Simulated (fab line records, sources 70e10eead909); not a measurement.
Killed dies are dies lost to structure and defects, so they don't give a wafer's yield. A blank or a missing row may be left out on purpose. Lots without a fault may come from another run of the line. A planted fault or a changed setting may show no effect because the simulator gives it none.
Which tool did it? | flow nand_harc | 12 lots, 36 wafers sampled, at 5 steps of a route of 1302

WHAT THE GAUGES READ, wafer by wafer
NHARC_A_CONTACT_CD_MEAS_15.
lot  | measured     | on        | cd_nm (nm)
L075 | day 22 09:50 | cd_sem-03 | 189.6 190.5 189.7
L077 | day 24 03:00 | cd_sem-01 | 190.8 190.4 190.6
L080 | day 24 06:19 | cd_sem-01 | 189.7 189.5 189.5
L081 | day 25 11:20 | cd_sem-02 | 190.4 189.7 190.0
L083 | day 26 07:04 | cd_sem-02 | 189.8 189.7 190.1
L085 | day 27 00:47 | cd_sem-03 | 190.1 191.1 191.1
L088 | day 27 22:17 | cd_sem-03 | 190.6 190.3 190.6
L087 | day 27 22:56 | cd_sem-02 | 190.3 189.9 189.5
L090 | day 28 18:16 | cd_sem-02 | 190.4 189.3 190.4
L093 | day 29 21:04 | cd_sem-03 | 189.6 190.1 189.5
L095 | day 31 01:11 | cd_sem-02 | 189.3 189.5 189.6
L097 | day 32 06:53 | cd_sem-02 | 190.3 190.1 190.8

WHICH TOOL RAN EACH LOT (tool, then ch and the chambers of the sampled wafers, then the start)
lot  | NHARC_A_CONTACT_ETCH_119             | NHARC_A_CONTACT_ETCH_121             | NHARC_A_CONTACT_ETCH_76                       | NHARC_A_CONTACT_ETCH_77
L075 | har_cap_etch-01 ch 0,1, day 21 15:11 | har_cap_etch-01 ch 0,1, day 21 15:32 | rie_diel-13 ch 0,2,3, day 22 09:50 or earlier | rie_diel-13 ch 0,2,3, day 22 09:50 or earlier
L077 | har_cap_etch-02 ch 0,1, day 23 07:50 | har_cap_etch-02 ch 0,1, day 23 08:11 | rie_diel-02 ch 1,2,3, day 24 03:00 or earlier | rie_diel-02 ch 2,3, day 24 03:00 or earlier
L080 | har_cap_etch-03 ch 0,1, day 23 10:47 | har_cap_etch-03 ch 0,1, day 23 11:08 | rie_diel-07 ch 0,1, day 24 06:19 or earlier   | rie_diel-07 ch 1,3, day 24 06:19 or earlier
L081 | har_cap_etch-03 ch 0,1, day 24 14:11 | har_cap_etch-03 ch 0,1, day 24 14:31 | rie_diel-13 ch 0,2,3, day 25 11:20 or earlier | rie_diel-13 ch 1,2,3, day 25 11:20 or earlier
L083 | har_cap_etch-01 ch 0,1, day 25 08:45 | har_cap_etch-01 ch 0,1, day 25 09:05 | rie_diel-02 ch 1,3, day 26 07:04 or earlier   | rie_diel-02 ch 0,2,3, day 26 07:04 or earlier
L085 | har_cap_etch-03 ch 0,1, day 26 00:27 | har_cap_etch-03 ch 0,1, day 26 00:47 | rie_diel-02 ch 1,2,3, day 27 00:47 or earlier | rie_diel-02 ch 1,2,3, day 27 00:47 or earlier
L088 | har_cap_etch-01 ch 0,1, day 26 17:11 | har_cap_etch-01 ch 0,1, day 26 17:31 | rie_diel-07 ch 0,2, day 27 22:17 or earlier   | rie_diel-07 ch 1,2,3, day 27 22:17 or earlier
L087 | har_cap_etch-03 ch 0,1, day 26 22:29 | har_cap_etch-03 ch 0,1, day 26 22:49 | rie_diel-07 ch 1,2, day 27 22:56 or earlier   | rie_diel-07 ch 0,3, day 27 22:56 or earlier
L090 | har_cap_etch-02 ch 0,1, day 27 21:01 | har_cap_etch-02 ch 0,1, day 27 21:28 | rie_diel-02 ch 0,1,3, day 28 18:16 or earlier | rie_diel-02 ch 0,1,2, day 28 18:16 or earlier
L093 | har_cap_etch-01 ch 0,1, day 29 02:03 | har_cap_etch-01 ch 0,1, day 29 02:24 | rie_diel-02 ch 1,2,3, day 29 21:04 or earlier | rie_diel-02 ch 1,2,3, day 29 21:04 or earlier
L095 | har_cap_etch-01 ch 0,1, day 30 05:31 | har_cap_etch-01 ch 0,1, day 30 05:52 | rie_diel-13 ch 0,2, day 31 01:11 or earlier   | rie_diel-13 ch 1,2,3, day 31 01:11 or earlier
L097 | har_cap_etch-02 ch 0,1, day 31 07:25 | har_cap_etch-02 ch 0,1, day 31 07:45 | rie_diel-02 ch 0,3, day 32 06:53 or earlier   | rie_diel-02 ch 0,2,3, day 32 06:53 or earlier
- NHARC_A_CONTACT_ETCH_119: etches the open film in C4F8/O2/Ar, time 190 s, target depth 1850 nm.
- NHARC_A_CONTACT_ETCH_121: etches the open film in C4F8/O2/Ar, time 190 s, target depth 1850 nm.
- NHARC_A_CONTACT_ETCH_76: etches the open film in N2/H2, target depth 260 nm, time 475.3 s.
- NHARC_A_CONTACT_ETCH_77: etches the open film in CF4/CHF3, target depth 108.9 nm, time 54.5 s.

THE ANSWER, worked out from the rows above alone
Rule: what is usual is taken from the lots themselves. Put in order of their means at a reading, lots are off if they are a third of the lots or fewer, leave a main group of 4 or more, and stand apart from it by a gap of 3 or more times the standard deviation of the main group's means; of several such gaps the widest counts. A main group whose means are all the same, to the digits that the tables above print for the reading, isn't used. A lot without any number at a reading at which 4 lots or more have one is off too. The other lots that the step has rows for count as sound.
No lot is off at any reading shown: from this, nothing can be told.

WHAT THE SIMULATOR HAD PUT IN
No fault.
